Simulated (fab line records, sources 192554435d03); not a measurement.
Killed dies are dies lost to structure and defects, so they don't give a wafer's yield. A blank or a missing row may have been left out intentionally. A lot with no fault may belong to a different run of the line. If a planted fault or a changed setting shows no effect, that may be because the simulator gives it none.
Matching of chambers :: flow n5 finfet :: 4 sister chambers for N5_BEOL_M13_DESCUM_33 on rie diel-01
The step chemistry O2, time 7.9 s. 20 wafers are shown with their chamber, then 10 later ones without.

## WAFERS, EACH WITH ITS CHAMBER
wafer: L074.4
chamber: 1
showerhead plenum p Torr (Torr): 2.00
drypump motor current A (A): 5.8
throttle valve pct (%): 20.13

wafer: L074.5
chamber: 3
showerhead plenum p Torr (Torr): 2.03
drypump motor current A (A): 4.6
throttle valve pct (%): 20.27

wafer: L074.6
chamber: 2
showerhead plenum p Torr (Torr): 2.04
drypump motor current A (A): 5.0
throttle valve pct (%): 20.26

wafer: L075.1
chamber: 1
showerhead plenum p Torr (Torr): 2.00
drypump motor current A (A): 5.8
throttle valve pct (%): 20.15

wafer: L075.3
chamber: 3
showerhead plenum p Torr (Torr): 2.03
drypump motor current A (A): 4.7
throttle valve pct (%): 20.28

wafer: L075.6
chamber: 0
showerhead plenum p Torr (Torr): 2.18
drypump motor current A (A): 5.7
throttle valve pct (%): 20.59

wafer: L077.1
chamber: 0
showerhead plenum p Torr (Torr): 2.17
drypump motor current A (A): 5.7
throttle valve pct (%): 20.59

wafer: L077.2
chamber: 1
showerhead plenum p Torr (Torr): 2.00
drypump motor current A (A): 5.8
throttle valve pct (%): 20.15

wafer: L077.5
chamber: 2
showerhead plenum p Torr (Torr): 2.04
drypump motor current A (A): 5.0
throttle valve pct (%): 20.27

wafer: L076.1
chamber: 3
showerhead plenum p Torr (Torr): 2.02
drypump motor current A (A): 4.7
throttle valve pct (%): 20.30

wafer: L076.3
chamber: 1
showerhead plenum p Torr (Torr): 2.00
drypump motor current A (A): 5.8
throttle valve pct (%): 20.16

wafer: L076.5
chamber: 1
showerhead plenum p Torr (Torr): 2.00
drypump motor current A (A): 5.8
throttle valve pct (%): 20.15

wafer: L083.3
chamber: 1
showerhead plenum p Torr (Torr): 1.99
drypump motor current A (A): 5.8
throttle valve pct (%): 20.18

wafer: L083.4
chamber: 1
showerhead plenum p Torr (Torr): 1.99
drypump motor current A (A): 5.7
throttle valve pct (%): 20.17

wafer: L083.5
chamber: 0
showerhead plenum p Torr (Torr): 2.17
drypump motor current A (A): 5.8
throttle valve pct (%): 20.63

wafer: L086.1
chamber: 1
showerhead plenum p Torr (Torr): 1.99
drypump motor current A (A): 5.8
throttle valve pct (%): 20.18

wafer: L086.2
chamber: 3
showerhead plenum p Torr (Torr): 2.02
drypump motor current A (A): 4.7
throttle valve pct (%): 20.31

wafer: L086.6
chamber: 3
showerhead plenum p Torr (Torr): 2.02
drypump motor current A (A): 4.7
throttle valve pct (%): 20.31

wafer: L088.1
chamber: 3
showerhead plenum p Torr (Torr): 2.02
drypump motor current A (A): 4.7
throttle valve pct (%): 20.34

wafer: L088.4
chamber: 2
showerhead plenum p Torr (Torr): 2.03
drypump motor current A (A): 4.9
throttle valve pct (%): 20.30

SIGNATURES (averages over the wafers above)
reading: showerhead plenum p Torr
chamber 0: 2.1733
chamber 1: 1.9963
chamber 2: 2.0367
chamber 3: 2.0233
scatter within a chamber: 0.00533

reading: drypump motor current A
chamber 0: 5.733
chamber 1: 5.787
chamber 2: 4.967
chamber 3: 4.683
scatter within a chamber: 0.0436

reading: throttle valve pct
chamber 0: 20.6033
chamber 1: 20.1587
chamber 2: 20.2767
chamber 3: 20.3017
scatter within a chamber: 0.0211
Rule: for a wafer and a chamber, the distance is found by dividing, reading by reading, the gap between the wafer's reading and the chamber's mean by the reading's scatter, squaring, summing and taking the root. The wafer belongs to the nearest chamber; if the next one is less than 2 further off, it can't be placed. The scatter: the root of (the sum of the squares of (reading less its chamber's mean) over the shown wafers, divided by (wafers less chambers)).

## WAFERS MISSING THEIR CHAMBER
wafer: L088.5
showerhead plenum p Torr (Torr): 2.01
drypump motor current A (A): 4.7
throttle valve pct (%): 20.31

wafer: L091.1
showerhead plenum p Torr (Torr): 2.16
drypump motor current A (A): 5.7
throttle valve pct (%): 20.64

wafer: L091.2
showerhead plenum p Torr (Torr): 2.03
drypump motor current A (A): 4.9
throttle valve pct (%): 20.33

wafer: L091.6
showerhead plenum p Torr (Torr): 2.01
drypump motor current A (A): 4.7
throttle valve pct (%): 20.33

wafer: L093.3
showerhead plenum p Torr (Torr): 2.16
drypump motor current A (A): 5.7
throttle valve pct (%): 20.65

wafer: L093.4
showerhead plenum p Torr (Torr): 1.99
drypump motor current A (A): 5.8
throttle valve pct (%): 20.21

wafer: L093.6
showerhead plenum p Torr (Torr): 2.03
drypump motor current A (A): 4.9
throttle valve pct (%): 20.32

wafer: L096.3
showerhead plenum p Torr (Torr): 2.16
drypump motor current A (A): 5.7
throttle valve pct (%): 20.67

wafer: L096.4
showerhead plenum p Torr (Torr): 2.02
drypump motor current A (A): 5.0
throttle valve pct (%): 20.34

wafer: L096.6
showerhead plenum p Torr (Torr): 2.02
drypump motor current A (A): 5.0
throttle valve pct (%): 20.34

## WHICH CHAMBER EACH WENT THROUGH
wafer: L088.5
from the rows above: 3
in truth: 3

wafer: L091.1
from the rows above: 0
in truth: 0

wafer: L091.2
from the rows above: 2
in truth: 2

wafer: L091.6
from the rows above: 3
in truth: 3

wafer: L093.3
from the rows above: 0
in truth: 0

wafer: L093.4
from the rows above: 1
in truth: 1

wafer: L093.6
from the rows above: 2
in truth: 2

wafer: L096.3
from the rows above: 0
in truth: 0

wafer: L096.4
from the rows above: 2
in truth: 2

wafer: L096.6
from the rows above: 2
in truth: 2
10 of 10 placed correctly. Left unplaced by these rows: 0. Number placed wrongly: 0.
